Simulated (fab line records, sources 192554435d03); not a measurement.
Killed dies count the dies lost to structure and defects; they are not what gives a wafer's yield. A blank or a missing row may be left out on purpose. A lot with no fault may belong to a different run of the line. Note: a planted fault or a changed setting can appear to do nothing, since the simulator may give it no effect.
A struck lot beside a sound one | flow n5_finfet | 16 steps out of a route of 1938
Sound: the wafers L156.1, L156.2, L156.3. Wafers struck: L166.1, L166.5, L166.6. The cause comes at the end.
Each step with rows lists, per side, the tool, then ch with its chambers, then its first start. Under that, the readings that differ: sound wafers | struck wafers | difference of the means | sigmas: that difference in standard deviations of wafers without a fault.
alike: readings whose means differ by less than 2 such deviations, and words and numbers that are the same on both sides. not compared: withheld readings, readings that some wafer has no value for, bounds like >300 that may hide the same value, and numbers for which the record gives no deviation and whose values overlap.
The two part at a step that has a row with sigmas, a row that says differs or no value, or rows on one side only. Numbers that don't overlap but have no deviation are shown without sigmas and don't part them. Lack of a reading on every wafer of one side parts them only where that side has two or more wafers.

N5_BEOL_M4_SPUTTER_90: material Cu, target thk 4.5 nm, time 8.29 s.
  struck on pvd_sputter-03, day 13 19:35; sound on pvd_sputter-02, day 11 03:18
  alike: throttle_valve_pct
N5_BEOL_M4_ANNEAL_91: time 240 s.
  struck on pvd_sputter-03, day 13 19:40; sound on pvd_sputter-02, day 11 03:23
  alike: heater_power_w
N5_BEOL_M4_SPUTTER_92: material Cu, target thk 4.5 nm, time 8.29 s.
  struck on pvd_sputter-03, day 13 19:49; sound on pvd_sputter-02, day 11 03:31
  alike: throttle_valve_pct
then, 2 steps without rows for these wafers: N5_BEOL_M4_ANNEAL_93 (time 240 s); N5_BEOL_M4_SPUTTER_94 (material Cu, target thk 4.5 nm, time 8.29 s).
N5_BEOL_M4_ANNEAL_95: time 240 s.
  struck on pvd_sputter-03, day 13 20:07; sound on pvd_sputter-02, day 11 03:49
  alike: heater_power_w
then, 2 steps without rows for these wafers: N5_BEOL_M4_SPUTTER_96 (material Cu, target thk 4.5 nm, time 8.29 s); N5_BEOL_M4_ECD_50 (material Cu, target thk 300 nm).
N5_BEOL_M4_ANNEAL_51: time 90 s.
  sound on rtp_anneal-02 ch 0, day 11 04:09; struck on rtp_anneal-02 ch 0, day 13 20:27
  alike: wafer_temp_C_max
then, 1 step without rows for these wafers: N5_BEOL_M4_CMP_52 (polishes, stops on SiOC, t overpolish 6.8 s, target thk 40 nm).
N5_BEOL_M4_THK_MEAS_53: measures by xrf.
  struck on film_metro-02, day 13 21:02; sound on film_metro-01, day 11 04:44
  alike: M4_THK
then, 1 step without rows for these wafers: N5_BEOL_M4_PRE_CLEAN_60 (time 15 s).
N5_BEOL_M4_CO_CAP_55: material Co, precursor CCTBA/H2, target thk 2 nm, time 102.1 s.
  sound on cvd_co-01 ch 0,1,2, day 11 04:49; struck on cvd_co-02 ch 0,1,2, day 13 21:07
  no value came back on the struck wafers for chamber_pressure_Torr (Torr), heater_power_outer_w (W), heater_power_w (W); on the sound wafers chamber_pressure_Torr (Torr) reads 30.04 29.96 29.92
then, 1 step without rows for these wafers: N5_BEOL_M4_PRE_CLEAN_56 (time 15 s).
N5_BEOL_M4_RC_MEAS_101:
  sound on prober-01 ch 0, day 11 05:05; struck on prober-02 ch 0, day 13 21:23
  alike: DIBL_N, DIBL_P, IOFF_N, IOFF_P, ION_N, ION_P, SS_N, SS_P, VT_N, VT_P
-- a jump in the record: the struck wafers' starts before and after are 5 days apart (it breaks off in module BEOL_M4 and resumes in module PASSIVATION, where the first step shown is number 1936 of the route) --
N5_PASSIVATION_PROBE_49:
  the record has rows for the struck wafers here (prober-02, day 18 14:19) and none for the sound ones

WHERE THEY PART
First at N5_BEOL_M4_CO_CAP_55; last, within this record, at N5_PASSIVATION_PROBE_49.

WHY: what had been put in by the simulator
Skipped step whole: cvd_co-02, from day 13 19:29 on, at N5_BEOL_M4_CO_CAP_55. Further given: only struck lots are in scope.
